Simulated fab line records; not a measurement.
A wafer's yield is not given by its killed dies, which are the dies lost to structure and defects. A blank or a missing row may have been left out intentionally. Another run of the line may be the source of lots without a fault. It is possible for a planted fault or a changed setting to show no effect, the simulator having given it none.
Lot-split experiment || flow n5-finfet || 21 wafers read across 7 lots, on a route 1938 steps long

== ABOUT THE SPLIT ==
At N5_BEOL_M1_ETCH_64 (etches SOC in N2/H2, target depth 75 nm, overetch 15 nm, time 112.5 s), the setting source-w was moved away from the recipe's 840 W on 3 of the 21 wafers read, by -18.0% to +5.0%. All remaining wafers had this setting at the recipe value.

The reading comes from the split's own step.

== THE READING ==
rf-vpp-V, in V, at N5_BEOL_M1_ETCH_64 (etches SOC in N2/H2, target depth 75 nm, overetch 15 nm, time 112.5 s). On this fab line, fault-free wafers typically give 523.9 V with a standard deviation of 2.6 V.

{"wafer": "L083.1", "tool, chamber at the split": "rie-diel-06, 3", "source-w as run, W": 840, "against the recipe": "recipe", "rf-vpp-V, V": 523.2, "against lot-mates on the recipe": "-"}
{"wafer": "L083.3", "tool, chamber at the split": "rie-diel-06, 1", "source-w as run, W": 840, "against the recipe": "recipe", "rf-vpp-V, V": 524.9, "against lot-mates on the recipe": "-"}
{"wafer": "L083.4", "tool, chamber at the split": "rie-diel-06, 2", "source-w as run, W": 840, "against the recipe": "recipe", "rf-vpp-V, V": 519.0, "against lot-mates on the recipe": "-"}
{"wafer": "L085.2", "tool, chamber at the split": "rie-diel-02, 2", "source-w as run, W": 840, "against the recipe": "recipe", "rf-vpp-V, V": 524.2, "against lot-mates on the recipe": "-"}
{"wafer": "L085.3", "tool, chamber at the split": "rie-diel-02, 1", "source-w as run, W": 840, "against the recipe": "recipe", "rf-vpp-V, V": 527.9, "against lot-mates on the recipe": "-"}
{"wafer": "L085.6", "tool, chamber at the split": "rie-diel-02, 0", "source-w as run, W": 840, "against the recipe": "recipe", "rf-vpp-V, V": 521.9, "against lot-mates on the recipe": "-"}
{"wafer": "L089.4", "tool, chamber at the split": "rie-diel-06, 2", "source-w as run, W": 840, "against the recipe": "recipe", "rf-vpp-V, V": 519.0, "against lot-mates on the recipe": "-"}
{"wafer": "L089.5", "tool, chamber at the split": "rie-diel-06, 3", "source-w as run, W": 840, "against the recipe": "recipe", "rf-vpp-V, V": 523.0, "against lot-mates on the recipe": "-"}
{"wafer": "L089.6", "tool, chamber at the split": "rie-diel-06, 2", "source-w as run, W": 840, "against the recipe": "recipe", "rf-vpp-V, V": 519.4, "against lot-mates on the recipe": "-"}
{"wafer": "L090.1", "tool, chamber at the split": "rie-diel-02, 2", "source-w as run, W": 840, "against the recipe": "recipe", "rf-vpp-V, V": 522.5, "against lot-mates on the recipe": "-"}
{"wafer": "L090.2", "tool, chamber at the split": "rie-diel-02, 1", "source-w as run, W": 840, "against the recipe": "recipe", "rf-vpp-V, V": 528.9, "against lot-mates on the recipe": "-"}
{"wafer": "L090.5", "tool, chamber at the split": "rie-diel-02, 1", "source-w as run, W": 840, "against the recipe": "recipe", "rf-vpp-V, V": 527.1, "against lot-mates on the recipe": "-"}
{"wafer": "L092.1", "tool, chamber at the split": "rie-diel-06, 1", "source-w as run, W": 840, "against the recipe": "recipe", "rf-vpp-V, V": 524.4, "against lot-mates on the recipe": "-"}
{"wafer": "L092.2", "tool, chamber at the split": "rie-diel-06, 2", "source-w as run, W": 840, "against the recipe": "recipe", "rf-vpp-V, V": 519.3, "against lot-mates on the recipe": "-"}
{"wafer": "L092.5", "tool, chamber at the split": "rie-diel-06, 3", "source-w as run, W": 840, "against the recipe": "recipe", "rf-vpp-V, V": 522.5, "against lot-mates on the recipe": "-"}
{"wafer": "L094.1", "tool, chamber at the split": "rie-diel-06, 0", "source-w as run, W": 688.8, "against the recipe": "-18.0%", "rf-vpp-V, V": 557.3, "against lot-mates on the recipe": "+34.6"}
{"wafer": "L094.4", "tool, chamber at the split": "rie-diel-06, 3", "source-w as run, W": 840, "against the recipe": "recipe", "rf-vpp-V, V": 521.9, "against lot-mates on the recipe": "-"}
{"wafer": "L094.5", "tool, chamber at the split": "rie-diel-06, 0", "source-w as run, W": 840, "against the recipe": "recipe", "rf-vpp-V, V": 523.5, "against lot-mates on the recipe": "-"}
{"wafer": "L095.2", "tool, chamber at the split": "rie-diel-03, 1", "source-w as run, W": 882.4, "against the recipe": "+5.0%", "rf-vpp-V, V": 514.9, "against lot-mates on the recipe": -9.4}
{"wafer": "L095.4", "tool, chamber at the split": "rie-diel-03, 0", "source-w as run, W": 840, "against the recipe": "recipe", "rf-vpp-V, V": 524.3, "against lot-mates on the recipe": "-"}
{"wafer": "L095.6", "tool, chamber at the split": "rie-diel-03, 1", "source-w as run, W": 882.4, "against the recipe": "+5.0%", "rf-vpp-V, V": 515.4, "against lot-mates on the recipe": -8.9}

THE FIT
A straight line over all 21 wafers: rf-vpp-V changes by -1.85 V for each +1% of source-w; r = -0.95; the points scatter about the line by 2.8 V.
The same after taking each lot's own level away (the mean of its wafers on the recipe; 21 wafers): -1.91 V for each +1%; r = -0.97; scatter 2.1 V.
On that fit, the largest move of source-w shifts the reading by 34 V.
From 520.47 to 526.17 V: that is the span of the lots' own levels, equal to 2.2 times the standard deviation above.
The two slopes are in agreement: the lot-to-lot level therefore moves the slope only a little.
Check: for one of the wafers moved furthest among these (-18.0%), held out of the fit, the line's prediction against its lot-mates is +32.6 V. Against them it came out at +34.6 V.
Tool readings at the split's step, against how far the setting was moved: rf-vpp-V r = -0.95.

== THE OTHER SPLITS THESE WAFERS WENT THROUGH ==
Note: prior to the reading, these wafers also went through further splits. Each is held against what the fit with the lots' levels taken away leaves over:
{"other split on the same wafers": "N5_BEOL_M0_SAQP_ETCH_88 source-w", "wafers away from the commonest value": 9, "r with rf-vpp-V (lot level and that fit taken away)": "+0.03"}
{"other split on the same wafers": "N5_BEOL_M0_SAQP_ALD_48 ald-cycles", "wafers away from the commonest value": 7, "r with rf-vpp-V (lot level and that fit taken away)": "+0.15"}
{"other split on the same wafers": "N5_BEOL_M1_EXPOSE_08 dose-mj", "wafers away from the commonest value": 9, "r with rf-vpp-V (lot level and that fit taken away)": -0.14}

== FILE'S OWN FIT ==
rf-vpp-V changes by -1.91 V for each +1% of source-w, r = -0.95.
